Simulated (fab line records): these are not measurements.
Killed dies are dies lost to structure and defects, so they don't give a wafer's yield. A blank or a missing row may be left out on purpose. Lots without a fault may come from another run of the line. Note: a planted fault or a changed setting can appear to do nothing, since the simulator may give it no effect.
3 desks, one fault :: flow n5 finfet :: numbers are kept per desk, each desk with only its own; the story behind them comes last

== THE DEFECT DESK ==
What the inspections along the route counted, lot by lot: means of the sampled wafers that have a number. If a lot's mean is further than 4 standard deviations from the usual mean, the lot is out of limits and carries the mark OUT (the distance appears in the brackets).
Columns: A = raw defect count at N5_BEOL_M1_INSPECT_30, usual 415
lot: L288
first seen here: day 10 02:05
A: 476

lot: L289
first seen here: day 10 07:09
A: 322

lot: L294
first seen here: day 11 03:04
A: 388

lot: L296
first seen here: day 12 08:38
A: 482

lot: L298
first seen here: day 12 12:04
A: 413

lot: L302
first seen here: day 13 21:50
A: 416
Result from this desk: across the 6 lots, nothing is out of limits.

== FROM THE METROLOGY DESK ==
Means of the sampled wafers that have a number, per lot and without regard to the tool the lot ran on: this is what the gauges read. If a lot's mean is further than 4 standard deviations from the usual mean, the lot is out of limits and carries the mark OUT (the distance appears in the brackets). Shown here are 7 of its 11 readings, the ones lying furthest out on some lot.
Columns: A = trench depth nm at N5_BEOL_M1_OCD_MEAS_38, usual 55.2 nm; B = DIBL_N at N5_BEOL_M4_RC_MEAS_101, usual 36.5 mV/V; C = DIBL_P at N5_BEOL_M4_RC_MEAS_101, usual 36.5 mV/V; D = IOFF_N at N5_BEOL_M4_RC_MEAS_101, usual 0.162 nA/um; E = ION_N at N5_BEOL_M4_RC_MEAS_101, usual 678 uA/um; F = VT_N at N5_BEOL_M4_RC_MEAS_101, usual 249.2 mV; G = VT_P at N5_BEOL_M4_RC_MEAS_101, usual -249 mV
lot: L288
first seen here: day 10 05:11
A: 55.0
B: 36.6
C: 37.0
D: 0.169
E: 682
F: 249.1
G: -252

lot: L289
first seen here: day 10 08:53
A: 55.2
B: 36.8
C: 35.5
D: 0.156
E: 676
F: 248.0
G: -251

lot: L294
first seen here: day 11 04:42
A: 54.9
B: 35.7
C: 35.8
D: 0.150
E: 674
F: 249.6
G: -248

lot: L298
first seen here: day 12 15:05
A: 56.8
B: 35.5
C: 38.4
D: 0.178
E: 685
F: 246.0
G: -247

lot: L296
first seen here: day 12 15:26
A: 57.5
B: 34.7
C: 36.2
D: 0.129
E: 674
F: 253.3
G: -248

lot: L302
first seen here: day 13 22:56
A: 54.8
B: 35.3
C: 34.4
D: 0.168
E: 691
F: 247.6
G: -245
Result from this desk: across the 6 lots, nothing is out of limits.

== DESK OF THE TOOL OWNER: rie diel-02 ==
The tool's own readings at N5_BEOL_M1_TRENCH_ETCH_37 (etches SiOC in C4F6/O2, target depth 55.207 nm, time 29 s): means of the sampled wafers that have a number, for each lot that ran on this tool. If a lot's mean is further than 4 standard deviations from the usual mean, the lot is out of limits and carries the mark OUT (the distance appears in the brackets).
Columns: A = bias w at N5_BEOL_M1_TRENCH_ETCH_37, usual 185.0 W; B = drypump motor current A at N5_BEOL_M1_TRENCH_ETCH_37, usual 5.7 A; C = oes product au at N5_BEOL_M1_TRENCH_ETCH_37, usual 0.78 a.u.; D = rf vpp V at N5_BEOL_M1_TRENCH_ETCH_37, usual 664 V; E = showerhead plenum p Torr at N5_BEOL_M1_TRENCH_ETCH_37, usual 2.81 Torr; F = throttle valve pct at N5_BEOL_M1_TRENCH_ETCH_37, usual 20.92 %
lot: L288
first seen here: day 10 05:02
A: 185.5
B: 5.4
C: 0.82
D: 658
E: 2.78
F: 20.86

lot: L289
first seen here: day 10 08:44
A: 185.0
B: 5.3
C: 0.83
D: 661
E: 2.78
F: 20.96

lot: L298
first seen here: day 12 14:55
A: 198.0 (+23) OUT
B: 5.4
C: 0.81
D: 694 (+5.2) OUT
E: 2.78
F: 20.89

lot: L296
first seen here: day 12 15:17
A: 210.6 (+46) OUT
B: 5.3
C: 0.82
D: 731 (+12) OUT
E: 2.78
F: 20.99
This desk's finding: out of limits on L296, L298; first on L298, day 12 14:55 (bias w at N5_BEOL_M1_TRENCH_ETCH_37). Within limits: L288, L289.

== PUT TOGETHER ==
At day 12 14:55, on L296, L298, the tool owner's desk was in a position to raise an alarm.
The defect desk saw nothing out of limits.
Metrology desk: nothing out of limits seen.
The defect desk has L296, L298 on record, within its limits.
The metrology desk holds a record of L296, L298, inside its limits.
Every lot named ran N5_BEOL_M1_TRENCH_ETCH_37 on rie diel-02.

== WHAT THE SIMULATOR PUT IN ==
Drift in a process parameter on rie diel-02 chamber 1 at N5_BEOL_M1_TRENCH_ETCH_37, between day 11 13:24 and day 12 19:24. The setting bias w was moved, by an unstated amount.
Lots struck among those shown: L296, L298.
Hours from the fault's start to each desk's first reading out of limits: the tool owner's desk, 26.
